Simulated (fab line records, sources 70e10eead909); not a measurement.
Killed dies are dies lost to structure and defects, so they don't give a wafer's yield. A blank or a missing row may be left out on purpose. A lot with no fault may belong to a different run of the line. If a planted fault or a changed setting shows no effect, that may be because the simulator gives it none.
Which tool is to blame? || flow nand-harc || Sampling: 12 lots, 36 wafers, 6 of 1302 route steps

## WHAT EACH GAUGE READ, for each wafer
NHARC_A_SOURCE_PLATE_THK_MEAS_09: measures by ellipsometry.
{"lot": "L919", "measured": "day 7 10:36", "on": "film-metro-01", "thk-nm (nm)": "8.5 10.4 11.0"}
{"lot": "L920", "measured": "day 7 14:27", "on": "film-metro-02", "thk-nm (nm)": "11.0 10.6 10.2"}
{"lot": "L923", "measured": "day 8 16:01", "on": "film-metro-01", "thk-nm (nm)": "8.9 10.2 10.9"}
{"lot": "L925", "measured": "day 9 20:20", "on": "film-metro-02", "thk-nm (nm)": "11.6 9.5 8.9"}
{"lot": "L926", "measured": "day 10 04:40", "on": "film-metro-02", "thk-nm (nm)": "8.2 10.0 9.1"}
{"lot": "L927", "measured": "day 10 14:06", "on": "film-metro-02", "thk-nm (nm)": "9.0 9.8 10.5"}
{"lot": "L928", "measured": "day 11 08:08", "on": "film-metro-01", "thk-nm (nm)": "9.6 9.6 11.5"}
{"lot": "L929", "measured": "day 11 22:53", "on": "film-metro-01", "thk-nm (nm)": "16.7 15.5 16.5"}
{"lot": "L931", "measured": "day 12 04:25", "on": "film-metro-02", "thk-nm (nm)": "15.6 15.9 15.1"}
{"lot": "L939", "measured": "day 15 17:50", "on": "film-metro-02", "thk-nm (nm)": "10.0 8.2 10.1"}
{"lot": "L941", "measured": "day 16 05:29", "on": "film-metro-02", "thk-nm (nm)": "8.5 8.6 9.1"}
{"lot": "L942", "measured": "day 16 23:51", "on": "film-metro-01", "thk-nm (nm)": "9.4 10.1 10.0"}

NHARC_END_SORT_01.
{"lot": "L929", "measured": "day 29 17:01", "on": "prober-01", "killed-at-array": 49, "killed-at-other": 0, "killed-at-periphery": 1, "killed-dies": 50, "killed-open": 1, "killed-short": 3}

## WHAT TOOL EACH LOT RAN ON (gives the tool, then ch and the chambers of the sampled wafers, and finally the start)
{"lot": "L919", "NHARC_P_BONDPAD_DEGAS_25": "pvd-sputter-01, day 6 23:18", "NHARC_P_BONDPAD_PVD_27": "pvd-sputter-01, day 7 02:29 or earlier", "NHARC_A_ZERO_WELL_ETCH_19": "rie-diel-07 ch 1,3, day 7 02:29", "NHARC_A_SOURCE_PLATE_OXIDE_02": "furnace-01 ch 0, day 7 06:31"}
{"lot": "L920", "NHARC_P_BONDPAD_DEGAS_25": "pvd-sputter-01, day 7 02:02", "NHARC_P_BONDPAD_PVD_27": "pvd-sputter-01, day 7 05:13 or earlier", "NHARC_A_ZERO_WELL_ETCH_19": "rie-diel-06 ch 0,1,2, day 7 05:13", "NHARC_A_SOURCE_PLATE_OXIDE_02": "furnace-05 ch 0, day 7 10:21"}
{"lot": "L923", "NHARC_P_BONDPAD_DEGAS_25": "pvd-sputter-02, day 8 04:21", "NHARC_P_BONDPAD_PVD_27": "pvd-sputter-02, day 8 07:31 or earlier", "NHARC_A_ZERO_WELL_ETCH_19": "rie-diel-06 ch 0,2,3, day 8 07:31", "NHARC_A_SOURCE_PLATE_OXIDE_02": "furnace-03 ch 0, day 8 11:58"}
{"lot": "L925", "NHARC_P_BONDPAD_DEGAS_25": "pvd-sputter-01, day 9 07:11", "NHARC_P_BONDPAD_PVD_27": "pvd-sputter-01, day 9 10:13 or earlier", "NHARC_A_ZERO_WELL_ETCH_19": "rie-diel-06 ch 0,1,2, day 9 10:13", "NHARC_A_SOURCE_PLATE_OXIDE_02": "furnace-03 ch 0, day 9 16:18"}
{"lot": "L926", "NHARC_P_BONDPAD_DEGAS_25": "pvd-sputter-03, day 9 15:14", "NHARC_P_BONDPAD_PVD_27": "pvd-sputter-03, day 9 18:26 or earlier", "NHARC_A_ZERO_WELL_ETCH_19": "rie-diel-07 ch 0,2,3, day 9 18:26", "NHARC_A_SOURCE_PLATE_OXIDE_02": "furnace-03 ch 0, day 10 00:38"}
{"lot": "L927", "NHARC_P_BONDPAD_DEGAS_25": "pvd-sputter-03, day 10 02:20", "NHARC_P_BONDPAD_PVD_27": "pvd-sputter-03, day 10 05:24 or earlier", "NHARC_A_ZERO_WELL_ETCH_19": "rie-diel-06 ch 0,3, day 10 05:24", "NHARC_A_SOURCE_PLATE_OXIDE_02": "furnace-03 ch 0, day 10 10:03"}
{"lot": "L928", "NHARC_P_BONDPAD_DEGAS_25": "pvd-sputter-01, day 10 20:23", "NHARC_P_BONDPAD_PVD_27": "pvd-sputter-01, day 10 23:35 or earlier", "NHARC_A_ZERO_WELL_ETCH_19": "rie-diel-07 ch 0,1,2, day 10 23:35", "NHARC_A_SOURCE_PLATE_OXIDE_02": "furnace-03 ch 0, day 11 04:07"}
{"lot": "L929", "NHARC_P_BONDPAD_DEGAS_25": "pvd-sputter-03, day 11 02:14", "NHARC_P_BONDPAD_PVD_27": "pvd-sputter-03, day 11 05:18 or earlier", "NHARC_A_ZERO_WELL_ETCH_19": "rie-diel-06 ch 0,1,3, day 11 05:18", "NHARC_A_SOURCE_PLATE_OXIDE_02": "furnace-01 ch 0, day 11 11:41 and furnace-05 ch 0, day 11 18:30"}
{"lot": "L931", "NHARC_P_BONDPAD_DEGAS_25": "pvd-sputter-01, day 11 12:32", "NHARC_P_BONDPAD_PVD_27": "pvd-sputter-01, day 11 15:36 or earlier", "NHARC_A_ZERO_WELL_ETCH_19": "rie-diel-06 ch 0,2,3, day 11 15:36", "NHARC_A_SOURCE_PLATE_OXIDE_02": "furnace-03 ch 0, day 11 20:04"}
{"lot": "L939", "NHARC_P_BONDPAD_DEGAS_25": "pvd-sputter-01, day 15 06:12", "NHARC_P_BONDPAD_PVD_27": "pvd-sputter-01, day 15 09:25 or earlier", "NHARC_A_ZERO_WELL_ETCH_19": "rie-diel-04 ch 0,1, day 15 09:25", "NHARC_A_SOURCE_PLATE_OXIDE_02": "furnace-05 ch 0, day 15 13:46"}
{"lot": "L941", "NHARC_P_BONDPAD_DEGAS_25": "pvd-sputter-01, day 15 17:44", "NHARC_P_BONDPAD_PVD_27": "pvd-sputter-01, day 15 20:59 or earlier", "NHARC_A_ZERO_WELL_ETCH_19": "rie-diel-06 ch 0,1,3, day 15 20:59", "NHARC_A_SOURCE_PLATE_OXIDE_02": "furnace-03 ch 0, day 16 01:27"}
{"lot": "L942", "NHARC_P_BONDPAD_DEGAS_25": "pvd-sputter-01, day 16 12:46", "NHARC_P_BONDPAD_PVD_27": "pvd-sputter-01, day 16 15:51 or earlier", "NHARC_A_ZERO_WELL_ETCH_19": "rie-diel-07 ch 2,3, day 16 15:51", "NHARC_A_SOURCE_PLATE_OXIDE_02": "furnace-03 ch 0, day 16 19:49"}
- NHARC_P_BONDPAD_DEGAS_25: time 60 s.
- NHARC_P_BONDPAD_PVD_27: deposits Cu, target thk 30 nm, time 20.49 s.
- NHARC_A_ZERO_WELL_ETCH_19: etches the open film in N2/H2, target depth 80 nm, overetch 24 nm, time 87.88 s.
- NHARC_A_SOURCE_PLATE_OXIDE_02: material SiO2, target thk 10 nm, ox time 1362 s.

## WHAT THE TOOLS THEMSELVES READ (means of the sampled wafers that have a number; where no wafer has one, the mark that the record gives instead)
NHARC_P_BONDPAD_DEGAS_25.
{"lot": "L919", "tool": "pvd-sputter-01", "heater-power-w (W)": 390}
{"lot": "L920", "tool": "pvd-sputter-01", "heater-power-w (W)": 430}
{"lot": "L923", "tool": "pvd-sputter-02", "heater-power-w (W)": 449}
{"lot": "L925", "tool": "pvd-sputter-01", "heater-power-w (W)": 418}
{"lot": "L926", "tool": "pvd-sputter-03", "heater-power-w (W)": 512}
{"lot": "L927", "tool": "pvd-sputter-03", "heater-power-w (W)": 512}
{"lot": "L928", "tool": "pvd-sputter-01", "heater-power-w (W)": 418}
{"lot": "L929", "tool": "pvd-sputter-03", "heater-power-w (W)": 530}
{"lot": "L931", "tool": "pvd-sputter-01", "heater-power-w (W)": 435}
{"lot": "L939", "tool": "pvd-sputter-01", "heater-power-w (W)": 477}
{"lot": "L941", "tool": "pvd-sputter-01", "heater-power-w (W)": 454}
{"lot": "L942", "tool": "pvd-sputter-01", "heater-power-w (W)": 472}

NHARC_P_BONDPAD_PVD_27.
{"lot": "L919", "tool": "pvd-sputter-01", "throttle-valve-pct (%)": 30.4}
{"lot": "L920", "tool": "pvd-sputter-01", "throttle-valve-pct (%)": 30.2}
{"lot": "L923", "tool": "pvd-sputter-02", "throttle-valve-pct (%)": 30.4}
{"lot": "L925", "tool": "pvd-sputter-01", "throttle-valve-pct (%)": 29.5}
{"lot": "L926", "tool": "pvd-sputter-03", "throttle-valve-pct (%)": 30.7}
{"lot": "L927", "tool": "pvd-sputter-03", "throttle-valve-pct (%)": 30.5}
{"lot": "L928", "tool": "pvd-sputter-01", "throttle-valve-pct (%)": 29.5}
{"lot": "L929", "tool": "pvd-sputter-03", "throttle-valve-pct (%)": 30.3}
{"lot": "L931", "tool": "pvd-sputter-01", "throttle-valve-pct (%)": 29.8}
{"lot": "L939", "tool": "pvd-sputter-01", "throttle-valve-pct (%)": 29.9}
{"lot": "L941", "tool": "pvd-sputter-01", "throttle-valve-pct (%)": 29.8}
{"lot": "L942", "tool": "pvd-sputter-01", "throttle-valve-pct (%)": 29.8}

NHARC_A_ZERO_WELL_ETCH_19.
{"lot": "L919", "tool": "rie-diel-07", "drypump-motor-current-A (A)": 5.9, "oes-product-au (a.u.)": 0.997, "rf-vpp-V (V)": 433.1, "showerhead-plenum-p-Torr (Torr)": 2.15, "throttle-valve-pct (%)": 14.175}
{"lot": "L920", "tool": "rie-diel-06", "drypump-motor-current-A (A)": 5.3, "oes-product-au (a.u.)": 1.002, "rf-vpp-V (V)": 429.0, "showerhead-plenum-p-Torr (Torr)": 1.99, "throttle-valve-pct (%)": 14.177}
{"lot": "L923", "tool": "rie-diel-06", "drypump-motor-current-A (A)": 5.8, "oes-product-au (a.u.)": 0.995, "rf-vpp-V (V)": 429.9, "showerhead-plenum-p-Torr (Torr)": 2.03, "throttle-valve-pct (%)": 14.171}
{"lot": "L925", "tool": "rie-diel-06", "drypump-motor-current-A (A)": 5.3, "oes-product-au (a.u.)": 1.006, "rf-vpp-V (V)": 430.0, "showerhead-plenum-p-Torr (Torr)": 1.99, "throttle-valve-pct (%)": 14.171}
{"lot": "L926", "tool": "rie-diel-07", "drypump-motor-current-A (A)": 5.4, "oes-product-au (a.u.)": 0.995, "rf-vpp-V (V)": 431.3, "showerhead-plenum-p-Torr (Torr)": 2.07, "throttle-valve-pct (%)": 14.177}
{"lot": "L927", "tool": "rie-diel-06", "drypump-motor-current-A (A)": 5.6, "oes-product-au (a.u.)": 0.995, "rf-vpp-V (V)": 430.8, "showerhead-plenum-p-Torr (Torr)": 2.08, "throttle-valve-pct (%)": 14.177}
{"lot": "L928", "tool": "rie-diel-07", "drypump-motor-current-A (A)": 5.3, "oes-product-au (a.u.)": 0.993, "rf-vpp-V (V)": 430.9, "showerhead-plenum-p-Torr (Torr)": 2.10, "throttle-valve-pct (%)": 14.172}
{"lot": "L929", "tool": "rie-diel-06", "drypump-motor-current-A (A)": 5.5, "oes-product-au (a.u.)": 1.008, "rf-vpp-V (V)": 430.0, "showerhead-plenum-p-Torr (Torr)": 2.03, "throttle-valve-pct (%)": 14.168}
{"lot": "L931", "tool": "rie-diel-06", "drypump-motor-current-A (A)": 5.8, "oes-product-au (a.u.)": 0.991, "rf-vpp-V (V)": 429.7, "showerhead-plenum-p-Torr (Torr)": 2.03, "throttle-valve-pct (%)": 14.175}
{"lot": "L939", "tool": "rie-diel-04", "drypump-motor-current-A (A)": 5.8, "oes-product-au (a.u.)": 0.995, "rf-vpp-V (V)": 432.1, "showerhead-plenum-p-Torr (Torr)": 2.09, "throttle-valve-pct (%)": 14.174}
{"lot": "L941", "tool": "rie-diel-06", "drypump-motor-current-A (A)": 5.4, "oes-product-au (a.u.)": 1.002, "rf-vpp-V (V)": 430.7, "showerhead-plenum-p-Torr (Torr)": 2.03, "throttle-valve-pct (%)": 14.170}
{"lot": "L942", "tool": "rie-diel-07", "drypump-motor-current-A (A)": 5.8, "oes-product-au (a.u.)": 1.005, "rf-vpp-V (V)": 431.4, "showerhead-plenum-p-Torr (Torr)": 2.08, "throttle-valve-pct (%)": 14.166}

NHARC_A_SOURCE_PLATE_OXIDE_02.
{"lot": "L919", "tool": "furnace-01", "ox-temp-c (C)": 899.8, "spike-tc-centre-C (C)": 900.0, "spike-tc-top-C (C)": 911.6, "zone-power-bottom-pct (%)": 33, "zone-power-lower-pct (%)": 18.9}
{"lot": "L920", "tool": "furnace-05", "ox-temp-c (C)": 900.0, "spike-tc-centre-C (C)": 899.8, "spike-tc-top-C (C)": 909.5, "zone-power-bottom-pct (%)": 25, "zone-power-lower-pct (%)": 22.2}
{"lot": "L923", "tool": "furnace-03", "ox-temp-c (C)": 899.6, "spike-tc-centre-C (C)": 901.2, "spike-tc-top-C (C)": 910.4, "zone-power-bottom-pct (%)": 25, "zone-power-lower-pct (%)": 15.6}
{"lot": "L925", "tool": "furnace-03", "ox-temp-c (C)": 899.9, "spike-tc-centre-C (C)": 900.8, "spike-tc-top-C (C)": 910.2, "zone-power-bottom-pct (%)": 24, "zone-power-lower-pct (%)": 15.5}
{"lot": "L926", "tool": "furnace-03", "ox-temp-c (C)": 899.9, "spike-tc-centre-C (C)": 900.9, "spike-tc-top-C (C)": 910.5, "zone-power-bottom-pct (%)": 24, "zone-power-lower-pct (%)": 15.4}
{"lot": "L927", "tool": "furnace-03", "ox-temp-c (C)": 899.8, "spike-tc-centre-C (C)": 900.4, "spike-tc-top-C (C)": 910.8, "zone-power-bottom-pct (%)": 24, "zone-power-lower-pct (%)": 15.6}
{"lot": "L928", "tool": "furnace-03", "ox-temp-c (C)": 899.5, "spike-tc-centre-C (C)": 901.6, "spike-tc-top-C (C)": 911.9, "zone-power-bottom-pct (%)": 25, "zone-power-lower-pct (%)": 15.6}
{"lot": "L929", "tool": "furnace-01/furnace-05", "ox-temp-c (C)": 900.0, "spike-tc-centre-C (C)": 900.1, "spike-tc-top-C (C)": 911.0, "zone-power-bottom-pct (%)": 30, "zone-power-lower-pct (%)": 20.6}
{"lot": "L931", "tool": "furnace-03", "ox-temp-c (C)": 899.6, "spike-tc-centre-C (C)": 900.7, "spike-tc-top-C (C)": 910.3, "zone-power-bottom-pct (%)": 24, "zone-power-lower-pct (%)": 15.4}
{"lot": "L939", "tool": "furnace-05", "ox-temp-c (C)": 899.8, "spike-tc-centre-C (C)": 900.1, "spike-tc-top-C (C)": 907.9, "zone-power-bottom-pct (%)": 25, "zone-power-lower-pct (%)": 22.1}
{"lot": "L941", "tool": "furnace-03", "ox-temp-c (C)": 899.4, "spike-tc-centre-C (C)": 901.5, "spike-tc-top-C (C)": 909.4, "zone-power-bottom-pct (%)": 24, "zone-power-lower-pct (%)": 15.6}
{"lot": "L942", "tool": "furnace-03", "ox-temp-c (C)": 900.0, "spike-tc-centre-C (C)": 901.2, "spike-tc-top-C (C)": 910.3, "zone-power-bottom-pct (%)": 25, "zone-power-lower-pct (%)": 15.5}

## THE ANSWER, worked out from the rows above alone
Rule: the lots themselves supply what counts as usual. Put in order of their means at a reading, lots are off if they are a third of the lots or fewer, leave a main group of 4 or more, and stand apart from it by a gap of 3 or more times the standard deviation of the main group's means; of several such gaps the widest counts. Not used: any main group whose means are identical at the precision the tables above print for the reading. Also off: a lot with no number at a reading for which 4 or more lots have one. Any other lot the step has rows for is counted as sound. The gauges are gone through in route order, then the tools' own readings, and for those a lot's mean is taken as printed above. At the first step where some lot is off, the reading lying furthest off is the one used; lots without a number count as furthest.
Off: L929, L931, at NHARC_A_SOURCE_PLATE_THK_MEAS_09 (thk-nm). The main group has a mean of 9.8 nm with a standard deviation of 0.52.
A tool fits if, at a process step before that reading, it ran every lot that is off, and no sound lot after the first of them. Gauges at NHARC_A_SOURCE_PLATE_THK_MEAS_09: tried the same way as those tools. NHARC_P_BONDPAD_PVD_27 gives no start for some lots, so the hours and the order of its lots are those of NHARC_A_ZERO_WELL_ETCH_19. Of those tried, none fits.

## WHAT HAD BEEN PUT IN BY THE SIMULATOR
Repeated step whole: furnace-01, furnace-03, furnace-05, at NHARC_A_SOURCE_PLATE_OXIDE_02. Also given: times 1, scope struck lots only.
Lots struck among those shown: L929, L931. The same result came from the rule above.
